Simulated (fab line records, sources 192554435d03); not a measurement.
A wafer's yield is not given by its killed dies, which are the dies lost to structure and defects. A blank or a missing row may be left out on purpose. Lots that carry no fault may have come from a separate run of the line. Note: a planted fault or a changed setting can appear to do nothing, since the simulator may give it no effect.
Which tool is to blame? :: flow n5_finfet :: 30 wafers from 10 lots sampled at 4 of the route's 1938 steps

== WHAT THE GAUGES READ, wafer by wafer ==
N5_BEOL_M13_CD_MEAS_28: target cd 209.5 nm. Usual: cd_nm reads 210.6 nm (standard deviation 1.2).
lot: L342
measured: day 11 19:14
on: cd_sem-03
cd_nm (nm): 211.3 210.2 210.6
flag: 

lot: L343
measured: day 11 20:31
on: cd_sem-03
cd_nm (nm): 211.2 209.7 210.8
flag: 

lot: L345
measured: day 12 21:19
on: cd_sem-01
cd_nm (nm): 210.0 209.9 210.1
flag: 

lot: L348
measured: day 13 15:41
on: cd_sem-01
cd_nm (nm): 210.5 208.2 209.6
flag: 

lot: L351
measured: day 13 22:00
on: cd_sem-01
cd_nm (nm): 212.0 210.6 213.2
flag: 

lot: L352
measured: day 14 04:05
on: cd_sem-01
cd_nm (nm): 209.0 210.2 209.5
flag: 

lot: L354
measured: day 14 20:56
on: cd_sem-02
cd_nm (nm): 211.8 212.6 211.1
flag: 

lot: L357
measured: day 15 11:58
on: cd_sem-02
cd_nm (nm): 210.4 210.9 209.9
flag: 

lot: L359
measured: day 16 03:36
on: cd_sem-01
cd_nm (nm): 210.3 212.2 210.8
flag: 

lot: L361
measured: day 16 06:25
on: cd_sem-02
cd_nm (nm): 212.5 211.0 210.2
flag: 

N5_BEOL_M13_OVL_MEAS_29. Usual: M13_OVL 2 nm, standard deviation 5.2.
lot: L342
measured: day 11 19:16
on: overlay-01
M13_OVL (nm): -2 -2 4
flag: 

lot: L343
measured: day 11 20:33
on: overlay-01
M13_OVL (nm): 10 2 7
flag: 

lot: L345
measured: day 12 21:21
on: overlay-01
M13_OVL (nm): 3 0 2
flag: 

lot: L348
measured: day 13 15:43
on: overlay-02
M13_OVL (nm): 5 1 -5
flag: 

lot: L351
measured: day 13 22:02
on: overlay-01
M13_OVL (nm): 5 -1 8
flag: 

lot: L352
measured: day 14 04:07
on: overlay-02
M13_OVL (nm): 3 0 4
flag: 

lot: L354
measured: day 14 20:58
on: overlay-02
M13_OVL (nm): -5 4 1
flag: 

lot: L357
measured: day 15 12:01
on: overlay-01
M13_OVL (nm): -3 3 4
flag: 

lot: L359
measured: day 16 03:38
on: overlay-01
M13_OVL (nm): 4 5 13
flag: 

lot: L361
measured: day 16 06:27
on: overlay-01
M13_OVL (nm): 2 -5 8
flag: 

N5_BEOL_M13_INSPECT_30: inspects for defects (macro). Usual: raw_defect_count reads 1.9 (standard deviation 1.4).
lot: L342
measured: day 11 19:17
on: defect_inspect-01
raw_defect_count: 1 1 2
flag: 

lot: L343
measured: day 11 20:34
on: defect_inspect-02
raw_defect_count: 1 2 0
flag: 

lot: L345
measured: day 12 21:23
on: defect_inspect-01
raw_defect_count: 0 2 3
flag: 

lot: L348
measured: day 13 15:44
on: defect_inspect-01
raw_defect_count: 4 0 1
flag: 

lot: L351
measured: day 13 22:03
on: defect_inspect-01
raw_defect_count: 1 2 2
flag: 

lot: L352
measured: day 14 04:08
on: defect_inspect-02
raw_defect_count: 2 0 1
flag: 

lot: L354
measured: day 14 20:59
on: defect_inspect-02
raw_defect_count: 2 3 1
flag: 

lot: L357
measured: day 15 12:02
on: defect_inspect-02
raw_defect_count: 4 2 1
flag: 

lot: L359
measured: day 16 03:40
on: defect_inspect-02
raw_defect_count: 1 2 7
flag: 

lot: L361
measured: day 16 06:28
on: defect_inspect-02
raw_defect_count: 5 22 1
flag: OFF

== TOOL THAT RAN EACH LOT (tool first, then ch and the chambers of the sampled wafers, then the start) ==
lot: L342
N5_BEOL_M13_VIA_ETCH_16: rie_diel-03 ch 1,2, day 11 18:27

lot: L343
N5_BEOL_M13_VIA_ETCH_16: rie_diel-03 ch 1,3, day 11 19:37

lot: L345
N5_BEOL_M13_VIA_ETCH_16: rie_diel-03 ch 2,3, day 12 20:33

lot: L348
N5_BEOL_M13_VIA_ETCH_16: rie_diel-03 ch 0,3, day 13 14:55

lot: L351
N5_BEOL_M13_VIA_ETCH_16: rie_diel-05 ch 0,1, day 13 21:06

lot: L352
N5_BEOL_M13_VIA_ETCH_16: rie_diel-03 ch 0,1,2, day 14 03:11

lot: L354
N5_BEOL_M13_VIA_ETCH_16: rie_diel-03 ch 1,2,3, day 14 20:10

lot: L357
N5_BEOL_M13_VIA_ETCH_16: rie_diel-03 ch 0,1,2, day 15 11:13

lot: L359
N5_BEOL_M13_VIA_ETCH_16: rie_diel-06 ch 0,3, day 16 02:42

lot: L361
N5_BEOL_M13_VIA_ETCH_16: rie_diel-03 ch 0,1,2, day 16 05:39
- N5_BEOL_M13_VIA_ETCH_16: etches SiOC in C4F8/O2/Ar, target depth 921.7 nm.

== WHAT THE TOOLS THEMSELVES READ (means of the sampled wafers that have a number; where no wafer has one, the mark that the record gives instead) ==
N5_BEOL_M13_VIA_ETCH_16. Usual: C4F8_flow_sccm 15.00 sccm, standard deviation 0.041; drypump_motor_current_A 5.6 A, standard deviation 0.41; oes_product_au 0.69 a.u., standard deviation 0.048; rf_vpp_V 664 V, standard deviation 3.2; showerhead_plenum_p_Torr 3.38 Torr, standard deviation 0.11; throttle_valve_pct 24.08 %, standard deviation 0.16.
lot: L342
tool: rie_diel-03
C4F8_flow_sccm (sccm): 14.99
drypump_motor_current_A (A): 5.9
oes_product_au (a.u.): 0.70
rf_vpp_V (V): 662
showerhead_plenum_p_Torr (Torr): 3.30
throttle_valve_pct (%): 23.94
flag: 

lot: L343
tool: rie_diel-03
C4F8_flow_sccm (sccm): 15.00
drypump_motor_current_A (A): 5.3
oes_product_au (a.u.): 0.75
rf_vpp_V (V): 665
showerhead_plenum_p_Torr (Torr): 3.42
throttle_valve_pct (%): 24.10
flag: 

lot: L345
tool: rie_diel-03
C4F8_flow_sccm (sccm): 14.98
drypump_motor_current_A (A): 5.5
oes_product_au (a.u.): 0.69
rf_vpp_V (V): 667
showerhead_plenum_p_Torr (Torr): 3.47
throttle_valve_pct (%): 24.14
flag: 

lot: L348
tool: rie_diel-03
C4F8_flow_sccm (sccm): 15.04
drypump_motor_current_A (A): 5.4
oes_product_au (a.u.): 0.67
rf_vpp_V (V): 666
showerhead_plenum_p_Torr (Torr): 3.44
throttle_valve_pct (%): 24.03
flag: 

lot: L351
tool: rie_diel-05
C4F8_flow_sccm (sccm): 14.98
drypump_motor_current_A (A): 5.9
oes_product_au (a.u.): 0.67
rf_vpp_V (V): 663
showerhead_plenum_p_Torr (Torr): 3.35
throttle_valve_pct (%): 24.21
flag: 

lot: L352
tool: rie_diel-03
C4F8_flow_sccm (sccm): 14.99
drypump_motor_current_A (A): 5.7
oes_product_au (a.u.): 0.68
rf_vpp_V (V): 663
showerhead_plenum_p_Torr (Torr): 3.32
throttle_valve_pct (%): 23.97
flag: 

lot: L354
tool: rie_diel-03
C4F8_flow_sccm (sccm): 15.01
drypump_motor_current_A (A): 5.5
oes_product_au (a.u.): 0.69
rf_vpp_V (V): 664
showerhead_plenum_p_Torr (Torr): 3.38
throttle_valve_pct (%): 24.09
flag: 

lot: L357
tool: rie_diel-03
C4F8_flow_sccm (sccm): 14.97
drypump_motor_current_A (A): 5.7
oes_product_au (a.u.): 0.68
rf_vpp_V (V): 664
showerhead_plenum_p_Torr (Torr): 3.32
throttle_valve_pct (%): 23.98
flag: 

lot: L359
tool: rie_diel-06
C4F8_flow_sccm (sccm): 14.98
drypump_motor_current_A (A): 5.8
oes_product_au (a.u.): 0.64
rf_vpp_V (V): 669
showerhead_plenum_p_Torr (Torr): 3.51
throttle_valve_pct (%): 24.05
flag: 

lot: L361
tool: rie_diel-03
C4F8_flow_sccm (sccm): 14.99
drypump_motor_current_A (A): 5.7
oes_product_au (a.u.): 0.67
rf_vpp_V (V): 662
showerhead_plenum_p_Torr (Torr): 3.31
throttle_valve_pct (%): 23.98
flag: 

== THE ANSWER, worked out from the rows above alone ==
Rule: lot off if the mean of its wafers having a number is beyond 3 standard deviations from the usual mean. Also off: a lot with no number at a reading for which 4 or more lots have one. Where the step has rows for the other lots, those lots are counted as sound. First the gauges in route order, then the tools' own readings, where a lot's mean is used as printed above. The first step at which some lot is off is used, and at that step the reading that is off furthest; a lot without a number counts as furthest.
Off: L361, at N5_BEOL_M13_INSPECT_30 (raw_defect_count).
A tool fits if, at a process step before that reading, it ran every lot that is off, and no sound lot after the first of them. Those tools and the gauges at N5_BEOL_M13_INSPECT_30 are tried in the same way. Can't be told from this: 2 tools fit, rie_diel-03 at N5_BEOL_M13_VIA_ETCH_16, defect_inspect-02 at N5_BEOL_M13_INSPECT_30.

== WHAT WAS PUT IN BY THE SIMULATOR ==
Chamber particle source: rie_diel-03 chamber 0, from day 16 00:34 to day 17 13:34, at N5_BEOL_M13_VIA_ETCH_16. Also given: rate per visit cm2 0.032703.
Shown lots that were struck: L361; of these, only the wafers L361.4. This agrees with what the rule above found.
